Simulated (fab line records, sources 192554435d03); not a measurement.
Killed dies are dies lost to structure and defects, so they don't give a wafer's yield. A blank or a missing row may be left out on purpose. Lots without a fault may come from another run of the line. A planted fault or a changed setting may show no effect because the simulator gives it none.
Split-lot experiment | flow n5_finfet | 7 lots, 21 wafers read, on a route of 1938 steps

THE SPLIT
At N5_BEOL_M6_ETCH_41 (etches SiCN in CH3F/O2, target depth 29.7 nm, time 52 s), the setting time_s was moved away from the recipe's 52 s on 8 of the 21 wafers read, by -20.7% to +15.4%. The other wafers ran this setting at the recipe's value.

The reading is taken at the split's own step.

THE READING
etch.depth_nm (the simulator's own value, which no gauge read), in nm, at N5_BEOL_M6_ETCH_41 (etches SiCN in CH3F/O2, target depth 29.7 nm, time 52 s). The file gives no usual value for it. The 13 wafers here that ran the recipe average 20.07 nm, standard deviation 0.49 nm.

wafer  | tool, chamber at the split | time_s as run, s | against the recipe | etch.depth_nm, nm | against lot-mates on the recipe
L079.3 | rie_diel-03, 2             | 52               | recipe             | 19.76             | -
L079.5 | rie_diel-03, 2             | 52               | recipe             | 19.71             | -
L079.6 | rie_diel-03, 3             | 52               | recipe             | 20.01             | -
L085.2 | rie_diel-03, 0             | 43.1             | -17.1%             | 16.1              | -4.07
L085.5 | rie_diel-03, 2             | 43.1             | -17.1%             | 16.59             | -3.58
L085.6 | rie_diel-03, 1             | 52               | recipe             | 20.17             | -
L084.1 | rie_diel-06, 3             | 52               | recipe             | 20.68             | -
L084.2 | rie_diel-06, 0             | 59.99            | +15.4%             | 22.68             | +2.00
L084.6 | rie_diel-06, 0             | 59.99            | +15.4%             | 22.55             | +1.87
L091.1 | rie_diel-06, 0             | 48.84            | -6.1%              | 18.47             | no lot-mate on the recipe
L091.4 | rie_diel-06, 2             | 48.84            | -6.1%              | 18.9              | no lot-mate on the recipe
L091.5 | rie_diel-06, 0             | 48.84            | -6.1%              | 18.66             | no lot-mate on the recipe
L092.3 | rie_diel-06, 3             | 52               | recipe             | 20.71             | -
L092.4 | rie_diel-06, 2             | 52               | recipe             | 19.96             | -
L092.5 | rie_diel-06, 0             | 52               | recipe             | 19.5              | -
L096.2 | rie_diel-06, 1             | 52               | recipe             | 19.74             | -
L096.3 | rie_diel-06, 3             | 52               | recipe             | 20.95             | -
L096.4 | rie_diel-06, 0             | 52               | recipe             | 19.57             | -
L097.1 | rie_diel-06, 0             | 52               | recipe             | 19.53             | -
L097.2 | rie_diel-06, 3             | 52               | recipe             | 20.6              | -
L097.4 | rie_diel-06, 2             | 41.23            | -20.7%             | 15.87             | -4.20

THE FIT
A straight line over all 21 wafers: etch.depth_nm changes by +0.196 nm for each +1% of time_s; r = +0.97; the points scatter about the line by 0.45 nm.
The same after taking each lot's own level away (the mean of its wafers on the recipe; 18 wafers): +0.183 nm for each +1%; r = +0.96; scatter 0.54 nm.
On that fit, the largest move of time_s shifts the reading by 3.8 nm.
The lots' own levels span 19.827 to 20.680 nm, that is 1.8 times the standard deviation above.
So the lot-to-lot level changes the slope little: the two slopes agree.
Check: with one of the wafers moved furthest among these (-20.7%) left out of the fit, the line predicts -3.9 nm for it against its lot-mates. It came out at -4.2 nm against them.

OTHER SPLITS ON THESE WAFERS
These wafers also went through other splits before the reading. Each is held against what the fit with the lots' levels taken away leaves over:
other split on the same wafers | wafers away from the commonest value | r with etch.depth_nm (lot level and that fit taken away)
N5_BEOL_M4_DESCUM_16 time_s    | 3                                    | -0.04
N5_BEOL_M5_SPUTTER_81 time_s   | 9                                    | -0.36
N5_BEOL_M6_ETCH_66 bias_w      | 6                                    | -0.13

THE FILE'S OWN FIT
etch.depth_nm changes by +0.19 nm for each +1% of time_s, r = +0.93.
